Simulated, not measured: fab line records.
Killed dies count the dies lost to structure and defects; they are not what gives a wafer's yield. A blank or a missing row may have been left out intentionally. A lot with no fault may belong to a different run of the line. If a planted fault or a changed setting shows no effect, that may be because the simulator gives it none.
One fault seen from 2 desks	flow nand_harc	each desk has only its own numbers; what lay behind them comes last

== THE TOOL OWNER'S DESK: litho_track-06 ==
The tool's own readings at NHARC_P_CONTACT_PEB_10 (peb time 65 s): means of the sampled wafers that have a number, for each lot that ran on this tool. A lot is out of limits, marked OUT, if its mean lies more than 4 standard deviations from the usual mean; the brackets give that distance.
Columns: A = heater_power_total_W at NHARC_P_CONTACT_PEB_10, usual 156.6 W
lot	first seen here	A
L945	day 6 10:47	156.4
L947	day 7 00:59	157.0
L948	day 7 11:32	156.4
L950	day 7 18:31	156.5
L954	day 8 16:47	156.2
L955	day 9 06:51	159.8 (+7.9) OUT
Finding of this desk: L955 out of limits; the first was L955 at day 9 06:51, on heater_power_total_W at NHARC_P_CONTACT_PEB_10. Within limits: L945, L947, L948, L950, L954.

== THE METROLOGY DESK ==
Lot by lot, what the gauges showed, no matter which tool ran the lot: averages of those sampled wafers that carry a number. A lot is out of limits, marked OUT, if its mean lies more than 4 standard deviations from the usual mean; the brackets give that distance.
Columns: A = cd_nm at NHARC_P_GATE_CD_MEAS_91, usual 1998.8 nm; B = cd_nm at NHARC_P_CONTACT_CD_MEAS_12, usual 89.7 nm
lot	first seen here	A	B
L942	day 5 14:41	1998.0	88.4
L943	day 5 19:47	1998.9	88.8
L944	day 5 20:04	1999.0	89.3
L945	day 6 05:56	1999.0	90.5
L947	day 6 20:20	1995.8	89.7
L948	day 7 06:46	1998.4	89.6
L950	day 7 13:52	1999.4	89.9
L954	day 8 12:05	2000.8	90.0
L955	day 9 02:06	1998.7	89.3
L960	day 10 05:50	1999.0	89.2
L961	day 10 06:03	1998.2	88.7
L963	day 11 00:06	1998.4	89.1
Finding of this desk: none of the 12 lots has anything out of limits.

== ALL TOGETHER ==
On L955, at day 9 06:51, an alarm was possible from the tool owner's desk.
The metrology desk saw nothing out of limits.
The metrology desk has L955 on record, within its limits.
Of the lots named, all ran NHARC_P_CONTACT_PEB_10 on litho_track-06.

== WHAT THE SIMULATOR HAD PUT IN ==
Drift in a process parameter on litho_track-06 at NHARC_P_CONTACT_PEB_10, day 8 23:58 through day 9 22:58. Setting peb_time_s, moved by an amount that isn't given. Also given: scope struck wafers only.
Shown lots that were struck: L955.
Time in hours from fault onset to the first out-of-limits reading at each desk: the tool owner's desk, 7.
